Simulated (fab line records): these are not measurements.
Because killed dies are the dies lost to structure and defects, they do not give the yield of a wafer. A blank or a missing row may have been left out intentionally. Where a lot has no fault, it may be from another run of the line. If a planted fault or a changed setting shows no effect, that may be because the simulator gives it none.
Chamber matching | flow n5_finfet | N5_MOL_CONTACT_COAG_STRIP_98 on rie_diel-03 has 4 sister chambers
The step strips in N2/H2. 4 wafers are shown with their chamber, then 12 later ones without.

## WAFERS, EACH WITH ITS CHAMBER
wafer  | chamber | drypump_motor_current_A (A)
L086.4 | 3       | 5.9
L087.2 | 1       | 5.5
L087.3 | 0       | 5.2
L087.5 | 2       | 5.0

## WAFERS WITHOUT THEIR CHAMBER
wafer  | drypump_motor_current_A (A)
L089.1 | 5.3
L089.2 | 5.9
L089.3 | 5.0
L089.4 | 5.5
L089.5 | 5.5
L089.6 | 5.0
L092.3 | 5.0
L092.4 | 5.9
L092.6 | 5.2
L096.1 | 6.0
L096.5 | 5.0
L096.6 | 5.5

## WHICH CHAMBER EACH ONE RAN IN
wafer  | from the rows above | in truth
L089.1 | 0                   | 0
L089.2 | 3                   | 3
L089.3 | 2                   | 2
L089.4 | 1                   | 1
L089.5 | 1                   | 1
L089.6 | 2                   | 2
L092.3 | 2                   | 2
L092.4 | 3                   | 3
L092.6 | 0                   | 0
L096.1 | 3                   | 3
L096.5 | 2                   | 2
L096.6 | 1                   | 1
Correctly placed: 12 of 12. From these rows, 0 cannot be placed. Placed wrongly: 0.
How it was worked out, from the rows above alone: a wafer's distance from a chamber is the root of the sum, over the readings, of the square of ((its reading less the chamber's mean) divided by the reading's scatter). If the next closest chamber is less than 2 further off than the closest, the wafer can't be placed; otherwise it belongs to the closest. For every chamber, the mean is computed from those of its wafers that are shown. The scatter: with one shown wafer a chamber, the root of the mean of the squares of how far each hidden wafer lies from its nearest shown one.
